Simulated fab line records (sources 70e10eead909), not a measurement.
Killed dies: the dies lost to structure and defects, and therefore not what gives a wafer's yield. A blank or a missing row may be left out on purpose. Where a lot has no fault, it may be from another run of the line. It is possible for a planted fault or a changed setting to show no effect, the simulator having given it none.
The same fault as seen by 2 desks ; flow nand harc ; what lay behind the numbers comes last; until then each desk has only its own

AT THE METROLOGY DESK
What the gauges read for every lot (on any tool): the sampled wafers with a number, averaged. The brackets show how far a lot's mean lies from the usual mean; more than 4 standard deviations puts the lot out of limits, marked OUT.
Columns: A = thk nm at NHARC_A_ONON_D1_THK_MEAS_14, usual 1002 nm; B = thk nm at NHARC_A_ONON_D1_THK_MEAS_34, usual 201 nm; C = overlay x nm at NHARC_A_CHANNEL_HOLE_D1_OVL_MEAS_11, usual -0.1 nm; D = overlay y nm at NHARC_A_CHANNEL_HOLE_D1_OVL_MEAS_11, usual 0.0 nm
lot;first seen here;A;B;C;D
L560;day 8 03:03;978;196;-1.0;0.2
L561;day 8 03:04;1015;200;0.3;-0.7
L562;day 8 18:31;1003;199;-0.8;-0.8
L568;day 11 03:08;1021;203;-1.5;0.1
L569;day 11 08:35;1007;205;0.6;0.1
L573;day 13 23:21;995;201;0.3;-0.3
L574;day 13 23:21;996;201;-0.7;-0.5
L576;day 14 18:25;988;201;0.7;0.5
L577;day 15 08:14;997;199;0.4;1.0
L578;day 15 15:56;1006;200;0.6;-0.1
L580;day 16 01:23;986;196;-0.0;0.4
L581;day 16 19:21;989;205;-0.3;-0.5
L582;day 16 23:25;998;200;0.1;0.0
L583;day 17 06:45;1020;199;0.0;0.0
This desk's verdict: no lot among the 14 shows anything out of limits.

THE TOOL OWNER'S DESK: litho track-01
At NHARC_A_CHANNEL_HOLE_D1_SOFTBAKE_05 (time 55 s), the tool's own readings, given per lot that ran on this tool as the mean of the sampled wafers with a number. The brackets show how far a lot's mean lies from the usual mean; more than 4 standard deviations puts the lot out of limits, marked OUT.
Columns: A = heater power total W at NHARC_A_CHANNEL_HOLE_D1_SOFTBAKE_05, usual 188.44 W
lot;first seen here;A
L561;day 8 15:00;188.50
L568;day 11 19:00;211.26 (+99 or more) OUT
L569;day 12 01:00;211.13 (+99 or more) OUT
L577;day 15 21:00;188.38
L580;day 16 14:00;188.48
L581;day 17 08:00;188.46
This desk finds L568, L569 out of limits, L568 being first, at day 11 19:00 (heater power total W at NHARC_A_CHANNEL_HOLE_D1_SOFTBAKE_05). In limits: L561, L577, L580, L581.

ALL TOGETHER
The tool owner's desk could have raised an alarm at day 11 19:00, on L568, L569.
Metrology desk: nothing out of limits seen.
The metrology desk has L568, L569 on record, within its limits.
All the named lots went through NHARC_A_CHANNEL_HOLE_D1_SOFTBAKE_05 on litho track-01.

WHAT THE SIMULATOR HAD PUT IN
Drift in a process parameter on litho track-01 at NHARC_A_CHANNEL_HOLE_D1_SOFTBAKE_05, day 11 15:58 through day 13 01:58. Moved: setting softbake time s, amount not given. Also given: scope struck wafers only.
Struck lots among those shown: L568, L569.
Time in hours from fault onset to the first out-of-limits reading at each desk: the tool owner's desk, 3.
